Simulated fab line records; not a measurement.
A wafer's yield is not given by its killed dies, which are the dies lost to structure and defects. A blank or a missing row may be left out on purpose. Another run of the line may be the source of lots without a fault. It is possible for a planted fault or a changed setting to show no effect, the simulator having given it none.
fab line records    flow n5_finfet
[record] lots = 24  wafers = 72  last_day = 20
route steps=1938 shown BEOL_M1@793
lots that met no fault: from a run of the same line without faults
start_h: hours from the record's first day to the start of the lot's first wafer shown    wait_h: how many hours have passed since the lot's step before this one    " identical to the entry in the row above    L1.1+2: one row covering several wafers at once    - no value, or no start given    * or withheld: withheld    < > ~ a bound
route shown NAME@n: a module of which the file shows steps, and the number in the route of the first    usual: average and standard deviation across the fault-free wafers    same: alike in all rows    chamber/n: place in a boat    sites: the reading at each site    _std_site: standard deviation across them    _edge_site: outer sites' mean less inner sites'    radius_mm: for every site, how far away it sits from the centre of the wafer    mask NAME#n: copy n    behind: the tool/chamber that last shaped the wafer    hold: what put the lot on hold/how long, in hours/how the hold closed    device: whichever transistor did not switch (one of n, p or np)    end of line: tests run on the same wafers once the route is complete    a step with no rows: only its recipe    killed: at the first sort, the dies lost to defects and structure; wafer yield is something else    map: a wafer's dies, x killed, . not, _ none there
set.NAME: the run value of the setting; set.NAME@STEP: its run value at that earlier step    model.NAME: the simulator's own value behind a step, which no gauge read
a sample of lots followed through the steps of the route, with each step as a table and each wafer as a row
services: when a tool's chamber went out of use (start_h, in hours from the record's first day, below 0 if earlier), for how many hours, and the reason
[[steps]]
[step N5_BEOL_M1_ETCHBACK_99]
[recipe] chemistry = CHF3  target = SiO2  target_depth_a = 50  time_s = 10.4  source_w = 215  bias_w = 47  Ar_flow_sccm = 200  CHF3_flow_sccm = 12  ion_energy_ev = 100  pressure_mtorr = 30
[usual] CHF3_flow_sccm = 12.00/0.04  drypump_motor_current_A = 5.7/0.42  oes_product_au = 0.78/0.091  rf_vpp_V = 240.0/2.3  showerhead_plenum_p_Torr = 2.13/0.064  throttle_valve_pct = 17.13/0.18
lot.wafer  tool         chamber  start_h  wait_h  CHF3_flow_sccm  drypump_motor_current_A  oes_product_au  rf_hours_counter_h  rf_vpp_V  showerhead_plenum_p_Torr  throttle_valve_pct
L074.2     rie_diel-02  2        126.49   3.3     11.94           6.1                      0.88            47                  238.7     2.11                      17.04
L074.5     "            1        "        "       12.01           5.6                      0.76            -                   238.8     2.06                      17.26
L074.6     "            2        "        "       11.95           6.0                      0.87            -                   241.6     2.11                      17.05
L075.2     rie_diel-03  3        139.15   1.6     12.07           5.5                      0.70            164                 242.5     2.24                      17.23
L075.3     "            1        "        "       12.01           5.8                      0.74            169                 238.6     2.16                      17.41
L075.4     "            2        "        "       12.02           5.7                      0.70            192                 240.4     2.06                      17.22
L076.1     rie_diel-02  0        139.62   0.5     11.96           4.8                      0.68            243                 240.4     2.20                      17.36
L076.2     "            2        "        "       12.00           6.0                      0.87            52                  239.2     2.10                      17.04
L076.4     "            0        "        "       11.95           4.8                      0.68            -                   239.3     2.20                      17.37
L077.1     rie_diel-05  3        148.65   7.0     11.92           6.3                      0.77            146                 241.7     2.15                      17.34
L077.2     "            2        "        "       11.94           6.2                      0.97            4                   241.4     2.12                      16.98
L077.5     "            1        "        "       12.04           5.3                      0.90            -                   243.0     2.20                      16.79
L078.1     rie_diel-02  1        148.65   6.9     12.03           5.6                      0.75            151                 239.2     2.06                      17.26
L078.3     "            2        "        "       11.96           6.1                      0.87            55                  240.7     2.10                      17.05
L078.5     "            2        "        "       11.94           6.1                      0.87            -                   240.1     2.10                      17.05
L079.3     rie_diel-02  1        181.83   9.3     11.96           5.6                      0.75            158                 238.2     2.06                      17.27
L079.5     "            1        "        "       11.93           5.6                      0.75            -                   238.9     2.06                      17.29
L079.6     "            2        "        "       12.04           6.0                      0.86            -                   240.6     2.10                      17.07
L080.3     rie_diel-03  0        182.29   9.1     11.91           5.9                      0.81            96                  241.6     2.26                      17.07
L080.5     "            2        "        "       12.03           5.7                      0.70            -                   241.1     2.06                      17.27
L080.6     "            3        "        "       12.05           5.5                      0.71            -                   241.7     2.24                      17.26
L081.1     rie_diel-02  1        182.59   7.0     11.95           5.6                      0.74            158                 236.5     2.06                      17.27
L081.3     "            2        "        "       12.02           6.0                      0.86            62                  242.4     2.10                      17.06
L081.6     "            3        "        "       12.05           5.9                      0.74            -                   237.1     2.06                      17.01
L082.1     rie_diel-02  3        220.79   2.5     12.04           5.9                      0.73            185                 234.8     2.05                      17.00
L082.3     "            0        "        "       11.98           4.8                      1.00            3                   238.9     2.20                      16.90
L082.4     "            2        "        "       12.00           6.0                      0.86            68                  240.7     2.10                      17.09
L083.1     rie_diel-02  3        224.50   1.0     12.00           5.9                      0.73            186                 235.3     2.05                      17.02
L083.4     "            2        "        "       11.97           6.1                      0.85            69                  241.6     2.10                      17.09
L083.6     "            0        "        "       12.01           4.8                      0.99            -                   240.1     2.20                      16.93
L084.1     rie_diel-02  0        227.64   4.1     12.03           4.8                      0.99            5                   239.9     2.20                      16.91
L084.2     "            2        "        "       12.01           6.1                      0.85            69                  239.6     2.10                      17.07
L084.4     "            1        "        "       11.94           5.6                      0.75            165                 238.0     2.06                      17.27
L085.2     rie_diel-03  1        238.50   0.1     12.04           5.7                      0.72            195                 237.8     2.15                      17.47
L085.3     "            3        "        "       11.96           5.5                      0.71            189                 242.6     2.23                      17.28
L085.6     "            1        "        "       12.03           5.7                      0.70            -                   237.0     2.15                      17.47
L086.1     rie_diel-05  0        240.96   0.9     11.96           5.8                      0.68            221                 239.4     2.13                      16.95
L086.4     "            1        "        "       11.97           5.4                      0.89            44                  244.1     2.19                      16.79
L086.6     "            2        "        "       11.99           6.2                      0.93            -                   241.7     2.11                      17.00
L087.2     rie_diel-03  2        243.84   2.7     12.03           5.7                      0.70            220                 240.2     2.05                      17.28
L087.3     "            0        "        "       12.01           6.0                      0.79            108                 242.4     2.25                      17.09
L087.5     "            2        "        "       12.03           5.7                      0.69            -                   242.3     2.05                      17.27
L088.2     rie_diel-03  1        244.31   0.6     12.06           5.8                      0.71            198                 237.4     2.15                      17.45
L088.4     "            3        "        "       12.03           5.5                      0.70            191                 241.3     2.23                      17.29
L088.5     "            3        "        "       12.01           5.5                      0.70            -                   240.5     2.23                      17.28
L089.2     rie_diel-05  2        274.76   1.1     12.06           6.2                      0.91            29                  242.2     2.11                      17.04
L089.4     "            3        "        "       11.97           6.4                      0.75            168                 242.1     2.14                      17.40
L089.5     "            3        "        "       11.99           6.4                      0.75            -                   240.7     2.14                      17.39
L092.1     rie_diel-02  2        278.68   1.9     11.98           6.1                      0.83            84                  241.9     2.09                      17.12
L092.2     "            0        "        "       11.97           4.8                      0.95            20                  240.0     2.19                      16.92
L092.5     "            3        "        "       11.99           5.9                      0.72            -                   236.5     2.05                      17.05
L090.1     rie_diel-02  2        279.05   5.3     11.98           6.0                      0.84            84                  239.8     2.09                      17.11
L090.4     "            3        "        "       12.02           6.0                      0.71            199                 235.1     2.05                      17.05
L090.5     "            2        "        "       11.99           6.1                      0.85            -                   240.6     2.09                      17.10
L091.1     rie_diel-05  3        279.52   4.0     12.01           6.4                      0.75            169                 243.3     2.14                      17.39
L091.4     "            2        "        "       11.96           6.2                      0.90            30                  240.7     2.11                      17.02
L091.6     "            3        "        "       12.00           6.4                      0.75            -                   242.4     2.14                      17.39
L093.1     rie_diel-05  0        282.89   3.4     12.06           5.8                      0.68            234                 240.3     2.12                      16.98
L093.3     "            3        "        "       12.02           6.4                      0.75            170                 241.8     2.14                      17.41
L093.5     "            1        "        "       11.95           5.3                      0.87            -                   243.9     2.19                      16.83
L096.1     rie_diel-05  2        310.53   0.2     11.99           6.2                      0.88            38                  241.0     2.10                      17.06
L096.2     "            3        "        "       11.98           6.3                      0.73            180                 243.5     2.14                      17.41
L096.3     "            0        "        "       12.00           5.8                      0.67            245                 238.7     2.12                      17.00
L095.1     rie_diel-02  0        310.54   0.1     11.99           4.8                      0.93            28                  241.0     2.19                      16.95
L095.2     "            2        "        "       11.99           6.1                      0.83            95                  239.1     2.09                      17.14
L095.4     "            3        "        "       12.02           5.9                      0.71            211                 237.4     2.04                      17.05
L094.1     rie_diel-05  2        311.33   0.1     11.93           6.2                      0.89            38                  241.7     2.10                      17.06
L094.4     "            1        "        "       11.94           5.4                      0.86            70                  241.5     2.19                      16.85
L094.5     "            1        "        "       12.00           5.3                      0.85            -                   243.2     2.19                      16.86
L097.4     rie_diel-02  1        311.79   0.1     11.98           5.6                      0.72            192                 235.8     2.05                      17.34
L097.5     "            2        "        "       11.92           6.0                      0.83            -                   241.3     2.09                      17.13
L097.6     "            3        "        "       12.06           5.9                      0.70            -                   234.7     2.04                      17.05
[step N5_BEOL_M1_SPUTTER_48]
[recipe] material = Cu  target_thk_a = 45  temp_c = -20  chamber_pressure_pa = 0.07  power_w = withheld  time_s = 8.29
[usual] throttle_valve_pct = 29.5/1
lot.wafer  tool            chamber  start_h  wait_h  throttle_valve_pct
L074.2     pvd_sputter-02  -        130.47   1.8     28.7
L074.5     "               -        "        "       28.6
L074.6     "               -        "        "       29.6
L075.2     pvd_sputter-02  -        140.67   0.2     28.4
L075.3     "               -        "        "       31.2
L075.4     "               -        "        "       30.0
L076.1     pvd_sputter-03  -        142.89   1.6     30.4
L076.2     "               -        "        "       28.9
L076.4     "               -        "        "       28.1
L077.1     pvd_sputter-01  -        150.05   0.1     30.9
L077.2     "               -        "        "       28.5
L077.5     "               -        "        "       28.3
L078.1     pvd_sputter-03  -        150.25   0.2     29.2
L078.3     "               -        "        "       27.6
L078.5     "               -        "        "       28.0
L079.3     pvd_sputter-03  -        183.44   0.2     27.8
L079.5     "               -        "        "       29.3
L079.6     "               -        "        "       29.2
L080.3     pvd_sputter-03  -        185.32   1.7     30.7
L080.5     "               -        "        "       28.1
L080.6     "               -        "        "       29.0
L081.1     pvd_sputter-01  -        185.55   0.1     28.8
L081.3     "               -        "        "       31.1
L081.6     "               -        "        "       31.0
L082.1     pvd_sputter-01  -        222.52   0.1     31.1
L082.3     "               -        "        "       28.5
L082.4     "               -        "        "       28.9
L083.1     pvd_sputter-02  -        227.83   1.7     28.8
L083.4     "               -        "        "       29.6
L083.6     "               -        "        "       30.5
L084.1     pvd_sputter-01  -        229.43   0.1     28.5
L084.2     "               -        "        "       28.8
L084.4     "               -        "        "       31.1
L085.2     pvd_sputter-03  -        240.01   0.2     30.7
L085.3     "               -        "        "       29.5
L085.6     "               -        "        "       29.1
L086.1     pvd_sputter-02  -        242.96   0.3     30.2
L086.4     "               -        "        "       28.5
L086.6     "               -        "        "       31.4
L088.2     pvd_sputter-02  -        245.60   0.1     28.9
L088.4     "               -        "        "       30.3
L088.5     "               -        "        "       30.5
L087.2     pvd_sputter-03  -        245.67   0.2     28.9
L087.3     "               -        "        "       29.3
L087.5     "               -        "        "       30.7
L089.2     pvd_sputter-03  -        276.83   0.1     27.6
L089.4     "               -        "        "       29.0
L089.5     "               -        "        "       28.2
L092.1     pvd_sputter-03  -        280.51   0.1     28.9
L092.2     "               -        "        "       30.4
L092.5     "               -        "        "       29.1
L090.1     pvd_sputter-01  -        280.72   0.2     28.9
L090.4     "               -        "        "       28.5
L090.5     "               -        "        "       29.0
L091.1     pvd_sputter-02  -        281.39   0.2     28.8
L091.4     "               -        "        "       31.1
L091.6     "               -        "        "       30.4
L093.1     pvd_sputter-03  -        284.19   0.1     27.9
L093.3     "               -        "        "       30.7
L093.5     "               -        "        "       30.7
L096.1     pvd_sputter-01  -        311.67   0.1     28.8
L096.2     "               -        "        "       29.8
L096.3     "               -        "        "       31.0
L095.1     pvd_sputter-02  -        311.69   0.1     30.0
L095.2     "               -        "        "       28.6
L095.4     "               -        "        "       30.3
L094.1     pvd_sputter-03  -        312.57   0.1     29.0
L094.4     "               -        "        "       28.0
L094.5     "               -        "        "       29.0
L097.4     pvd_sputter-01  -        313.83   0.1     29.7
L097.5     "               -        "        "       31.0
L097.6     "               -        "        "       30.1
[step N5_BEOL_M1_ANNEAL_82]
[recipe] temp_c = 400  time_s = 240  ambient = vacuum
[usual] heater_power_w = 843/90
lot.wafer  tool            chamber  start_h  wait_h  heater_power_w
L074.2     pvd_sputter-02  -        130.99   0.0     866
L074.5     "               -        "        "       909
L074.6     "               -        "        "       939
L075.2     pvd_sputter-02  -        141.19   0.0     864
L075.3     "               -        "        "       805
L075.4     "               -        "        "       954
L076.1     pvd_sputter-03  -        143.41   0.0     711
L076.2     "               -        "        "       834
L076.4     "               -        "        "       761
L077.1     pvd_sputter-01  -        150.57   0.0     1022
L077.2     "               -        "        "       870
L077.5     "               -        "        "       856
L078.1     pvd_sputter-03  -        150.77   0.0     832
L078.3     "               -        "        "       762
L078.5     "               -        "        "       772
L079.3     pvd_sputter-03  -        183.96   0.0     761
L079.5     "               -        "        "       828
L079.6     "               -        "        "       713
L080.3     pvd_sputter-03  -        185.84   0.0     685
L080.5     "               -        "        "       775
L080.6     "               -        "        "       846
L081.1     pvd_sputter-01  -        186.07   0.0     869
L081.3     "               -        "        "       1045
L081.6     "               -        "        "       1001
L082.1     pvd_sputter-01  -        223.04   0.0     1013
L082.3     "               -        "        "       859
L082.4     "               -        "        "       878
L083.1     pvd_sputter-02  -        228.35   0.0     888
L083.4     "               -        "        "       938
L083.6     "               -        "        "       952
L084.1     pvd_sputter-01  -        229.95   0.0     848
L084.2     "               -        "        "       864
L084.4     "               -        "        "       1022
L085.2     pvd_sputter-03  -        240.53   0.0     709
L085.3     "               -        "        "       715
L085.6     "               -        "        "       726
L086.1     pvd_sputter-02  -        243.48   0.0     966
L086.4     "               -        "        "       894
L086.6     "               -        "        "       780
L088.2     pvd_sputter-02  -        246.12   0.0     872
L088.4     "               -        "        "       951
L088.5     "               -        "        "       939
L087.2     pvd_sputter-03  -        246.19   0.0     819
L087.3     "               -        "        "       723
L087.5     "               -        "        "       723
L089.2     pvd_sputter-03  -        277.35   0.0     749
L089.4     "               -        "        "       724
L089.5     "               -        "        "       757
L092.1     pvd_sputter-03  -        281.03   0.0     826
L092.2     "               -        "        "       722
L092.5     "               -        "        "       817
L090.1     pvd_sputter-01  -        281.24   0.0     875
L090.4     "               -        "        "       839
L090.5     "               -        "        "       882
L091.1     pvd_sputter-02  -        281.91   0.0     919
L091.4     "               -        "        "       796
L091.6     "               -        "        "       948
L093.1     pvd_sputter-03  -        284.71   0.0     760
L093.3     "               -        "        "       721
L093.5     "               -        "        "       724
L096.1     pvd_sputter-01  -        312.19   0.0     879
L096.2     "               -        "        "       898
L096.3     "               -        "        "       1040
L095.1     pvd_sputter-02  -        312.21   0.0     929
L095.2     "               -        "        "       886
L095.4     "               -        "        "       941
L094.1     pvd_sputter-03  -        313.09   0.0     841
L094.4     "               -        "        "       781
L094.5     "               -        "        "       831
L097.4     pvd_sputter-01  -        314.35   0.0     907
L097.5     "               -        "        "       1042
L097.6     "               -        "        "       909
[step N5_BEOL_M1_SPUTTER_88]
[recipe] material = Cu  target_thk_a = 45  temp_c = -20  chamber_pressure_pa = 0.07  power_w = withheld  time_s = 8.29
[usual] throttle_valve_pct = 29.5/1.1
lot.wafer  tool            chamber  start_h  wait_h  throttle_valve_pct
L074.2     pvd_sputter-02  -        131.35   0.1     28.7
L074.5     "               -        "        "       28.4
L074.6     "               -        "        "       29.5
L075.2     pvd_sputter-02  -        141.55   0.1     28.6
L075.3     "               -        "        "       31.7
L075.4     "               -        "        "       30.0
L076.1     pvd_sputter-03  -        143.77   0.1     30.5
L076.2     "               -        "        "       28.9
L076.4     "               -        "        "       28.0
L077.1     pvd_sputter-01  -        150.93   0.1     31.1
L077.2     "               -        "        "       28.5
L077.5     "               -        "        "       28.5
L078.1     pvd_sputter-03  -        151.13   0.1     28.8
L078.3     "               -        "        "       28.1
L078.5     "               -        "        "       28.1
L079.3     pvd_sputter-03  -        184.32   0.1     27.8
L079.5     "               -        "        "       29.0
L079.6     "               -        "        "       29.2
L080.3     pvd_sputter-03  -        186.20   0.1     30.8
L080.5     "               -        "        "       28.0
L080.6     "               -        "        "       29.0
L081.1     pvd_sputter-01  -        186.43   0.1     28.8
L081.3     "               -        "        "       31.2
L081.6     "               -        "        "       30.9
L082.1     pvd_sputter-01  -        223.40   0.1     31.4
L082.3     "               -        "        "       28.4
L082.4     "               -        "        "       28.8
L083.1     pvd_sputter-02  -        228.71   0.1     28.7
L083.4     "               -        "        "       29.7
L083.6     "               -        "        "       30.4
L084.1     pvd_sputter-01  -        230.31   0.1     28.3
L084.2     "               -        "        "       28.9
L084.4     "               -        "        "       31.0
L085.2     pvd_sputter-03  -        240.89   0.1     30.6
L085.3     "               -        "        "       29.1
L085.6     "               -        "        "       29.1
L086.1     pvd_sputter-02  -        243.84   0.1     30.1
L086.4     "               -        "        "       28.9
L086.6     "               -        "        "       31.6
L088.2     pvd_sputter-02  -        246.48   0.1     28.2
L088.4     "               -        "        "       30.2
L088.5     "               -        "        "       30.1
L087.2     pvd_sputter-03  -        246.55   0.1     29.2
L087.3     "               -        "        "       29.3
L087.5     "               -        "        "       30.7
L089.2     pvd_sputter-03  -        277.71   0.1     28.0
L089.4     "               -        "        "       29.1
L089.5     "               -        "        "       27.8
L092.1     pvd_sputter-03  -        281.39   0.1     28.8
L092.2     "               -        "        "       30.5
L092.5     "               -        "        "       29.3
L090.1     pvd_sputter-01  -        281.60   0.1     28.7
L090.4     "               -        "        "       28.6
L090.5     "               -        "        "       28.9
L091.1     pvd_sputter-02  -        282.27   0.1     28.6
L091.4     "               -        "        "       31.2
L091.6     "               -        "        "       30.3
L093.1     pvd_sputter-03  -        285.07   0.1     28.2
L093.3     "               -        "        "       30.5
L093.5     "               -        "        "       30.5
L096.1     pvd_sputter-01  -        312.55   0.1     29.1
L096.2     "               -        "        "       29.8
L096.3     "               -        "        "       31.2
L095.1     pvd_sputter-02  -        312.57   0.1     29.8
L095.2     "               -        "        "       28.9
L095.4     "               -        "        "       30.2
L094.1     pvd_sputter-03  -        313.45   0.1     29.1
L094.4     "               -        "        "       28.1
L094.5     "               -        "        "       28.9
L097.4     pvd_sputter-01  -        314.71   0.1     30.0
L097.5     "               -        "        "       31.4
L097.6     "               -        "        "       29.8
[step N5_BEOL_M1_ANNEAL_91]
[recipe] temp_c = 400  time_s = 240  ambient = vacuum
[usual] heater_power_w = 841/89
lot.wafer  tool            chamber  start_h  wait_h  heater_power_w
L074.2     pvd_sputter-02  -        131.65   0.0     875
L074.5     "               -        "        "       895
L074.6     "               -        "        "       945
L075.2     pvd_sputter-02  -        141.85   0.0     867
L075.3     "               -        "        "       814
L075.4     "               -        "        "       945
L076.1     pvd_sputter-03  -        144.07   0.0     701
L076.2     "               -        "        "       827
L076.4     "               -        "        "       760
L077.1     pvd_sputter-01  -        151.23   0.0     1043
L077.2     "               -        "        "       850
L077.5     "               -        "        "       872
L078.1     pvd_sputter-03  -        151.43   0.0     828
L078.3     "               -        "        "       749
L078.5     "               -        "        "       758
L079.3     pvd_sputter-03  -        184.62   0.0     761
L079.5     "               -        "        "       828
L079.6     "               -        "        "       711
L080.3     pvd_sputter-03  -        186.50   0.0     722
L080.5     "               -        "        "       790
L080.6     "               -        "        "       824
L081.1     pvd_sputter-01  -        186.73   0.0     872
L081.3     "               -        "        "       1021
L081.6     "               -        "        "       1041
L082.1     pvd_sputter-01  -        223.70   0.0     1009
L082.3     "               -        "        "       850
L082.4     "               -        "        "       857
L083.1     pvd_sputter-02  -        229.01   0.0     880
L083.4     "               -        "        "       949
L083.6     "               -        "        "       934
L084.1     pvd_sputter-01  -        230.61   0.0     865
L084.2     "               -        "        "       878
L084.4     "               -        "        "       1027
L085.2     pvd_sputter-03  -        241.19   0.0     726
L085.3     "               -        "        "       713
L085.6     "               -        "        "       720
L086.1     pvd_sputter-02  -        244.14   0.0     969
L086.4     "               -        "        "       891
L086.6     "               -        "        "       780
L088.2     pvd_sputter-02  -        246.78   0.0     875
L088.4     "               -        "        "       913
L088.5     "               -        "        "       944
L087.2     pvd_sputter-03  -        246.85   0.0     823
L087.3     "               -        "        "       720
L087.5     "               -        "        "       728
L089.2     pvd_sputter-03  -        278.01   0.0     768
L089.4     "               -        "        "       736
L089.5     "               -        "        "       743
L092.1     pvd_sputter-03  -        281.69   0.0     824
L092.2     "               -        "        "       723
L092.5     "               -        "        "       830
L090.1     pvd_sputter-01  -        281.90   0.0     854
L090.4     "               -        "        "       851
L090.5     "               -        "        "       870
L091.1     pvd_sputter-02  -        282.57   0.0     872
L091.4     "               -        "        "       792
L091.6     "               -        "        "       951
L093.1     pvd_sputter-03  -        285.37   0.0     755
L093.3     "               -        "        "       724
L093.5     "               -        "        "       702
L096.1     pvd_sputter-01  -        312.85   0.0     866
L096.2     "               -        "        "       851
L096.3     "               -        "        "       1028
L095.1     pvd_sputter-02  -        312.87   0.0     961
L095.2     "               -        "        "       899
L095.4     "               -        "        "       912
L094.1     pvd_sputter-03  -        313.75   0.0     818
L094.4     "               -        "        "       757
L094.5     "               -        "        "       806
L097.4     pvd_sputter-01  -        315.01   0.0     882
L097.5     "               -        "        "       1003
L097.6     "               -        "        "       891
[step N5_BEOL_M1_THK_MEAS_53]
[recipe] thk_meas_gauge = xrf  reads = Cu_of_BEOL_M1_ECD_50
[usual] M1_THK = 40.4/1.2
lot.wafer  tool           chamber  start_h  wait_h  M1_THK[nm]
L074.2     film_metro-02  -        133.02   -       38.8
L074.5     "              -        "        "       41.5
L074.6     "              -        "        "       39.8
L075.2     film_metro-02  -        143.22   -       39.6
L075.3     "              -        "        "       42.1
L075.4     "              -        "        "       40.6
L076.1     film_metro-02  -        145.44   -       38.6
L076.2     "              -        "        "       38.9
L076.4     "              -        "        "       39.7
L077.1     film_metro-01  -        152.60   -       40.2
L077.2     "              -        "        "       40.1
L077.5     "              -        "        "       42.1
L078.1     film_metro-02  -        152.83   -       40.0
L078.3     "              -        "        "       40.0
L078.5     "              -        "        "       40.0
L079.3     film_metro-02  -        185.99   -       41.9
L079.5     "              -        "        "       39.8
L079.6     "              -        "        "       40.5
L080.3     film_metro-01  -        187.89   -       41.4
L080.5     "              -        "        "       42.3
L080.6     "              -        "        "       41.4
L081.1     film_metro-01  -        188.11   -       41.7
L081.3     "              -        "        "       41.6
L081.6     "              -        "        "       41.4
L082.1     film_metro-01  -        225.18   -       39.6
L082.3     "              -        "        "       38.7
L082.4     "              -        "        "       37.5
L083.1     film_metro-02  -        230.43   -       39.3
L083.4     "              -        "        "       41.7
L083.6     "              -        "        "       41.9
L084.1     film_metro-01  -        231.98   -       41.5
L084.2     "              -        "        "       39.1
L084.4     "              -        "        "       42.7
L085.2     film_metro-02  -        242.57   -       39.6
L085.3     "              -        "        "       38.4
L085.6     "              -        "        "       40.0
L086.1     film_metro-01  -        245.51   -       38.7
L086.4     "              -        "        "       40.8
L086.6     "              -        "        "       41.9
L088.2     film_metro-01  -        248.25   -       40.4
L088.4     "              -        "        "       42.1
L088.5     "              -        "        "       40.6
L087.2     film_metro-02  -        248.47   -       38.6
L087.3     "              -        "        "       40.8
L087.5     "              -        "        "       40.8
L089.2     film_metro-02  -        279.65   -       41.4
L089.4     "              -        "        "       41.8
L089.5     "              -        "        "       42.7
L090.1     film_metro-01  -        283.34   -       39.5
L090.4     "              -        "        "       41.7
L090.5     "              -        "        "       40.8
L092.1     film_metro-01  -        283.45   -       39.0
L092.2     "              -        "        "       38.0
L092.5     "              -        "        "       40.3
L091.1     film_metro-01  -        283.93   -       38.6
L091.4     "              -        "        "       41.9
L091.6     "              -        "        "       42.2
L093.1     film_metro-01  -        286.74   -       40.7
L093.3     "              -        "        "       39.5
L093.5     "              -        "        "       41.9
L096.1     film_metro-01  -        314.23   -       41.1
L096.2     "              -        "        "       41.4
L096.3     "              -        "        "       39.4
L095.1     film_metro-02  -        314.48   -       38.0
L095.2     "              -        "        "       39.4
L095.4     "              -        "        "       40.7
L094.1     film_metro-02  -        315.13   -       40.1
L094.4     "              -        "        "       42.3
L094.5     "              -        "        "       41.5
L097.4     film_metro-02  -        316.38   -       42.5
L097.5     "              -        "        "       41.1
L097.6     "              -        "        "       41.6
[[services]]
tool            chamber  start_h  hours  kind
rie_diel-02     1        107.68   15.5   repair
rie_diel-02     2        107.69   2.9    repair
pvd_sputter-01  -        127.38   0.8    repair
rie_diel-02     -        151.09   15.6   pm
rie_diel-05     -        153.22   28.1   pm
rie_diel-02     0        173.56   -      clean
rie_diel-02     0        173.56   -      consumable_replace:focus_ring
rie_diel-02     0        173.56   25.7   scheduled_down
pvd_sputter-03  -        188.94   5.9    repair
rie_diel-05     3        189.24   1.3    repair
pvd_sputter-02  -        202.44   2.8    repair
rie_diel-05     -        207.38   2.6    repair
pvd_sputter-03  -        211.08   3.7    repair
rie_diel-05     1        213.83   14.7   repair
rie_diel-05     -        217.62   0.7    repair
rie_diel-05     3        227.96   6.0    repair
rie_diel-05     1        229.85   2.6    repair
rie_diel-02     -        241.35   2.8    pm
rie_diel-05     0        249.90   1.2    repair
rie_diel-02     3        250.98   4.4    repair
rie_diel-03     3        251.86   6.5    repair
rie_diel-05     2        281.14   7.1    repair
rie_diel-02     0        294.77   12.3   repair
rie_diel-03     1        312.30   15.5   repair
[[key]]
fault none
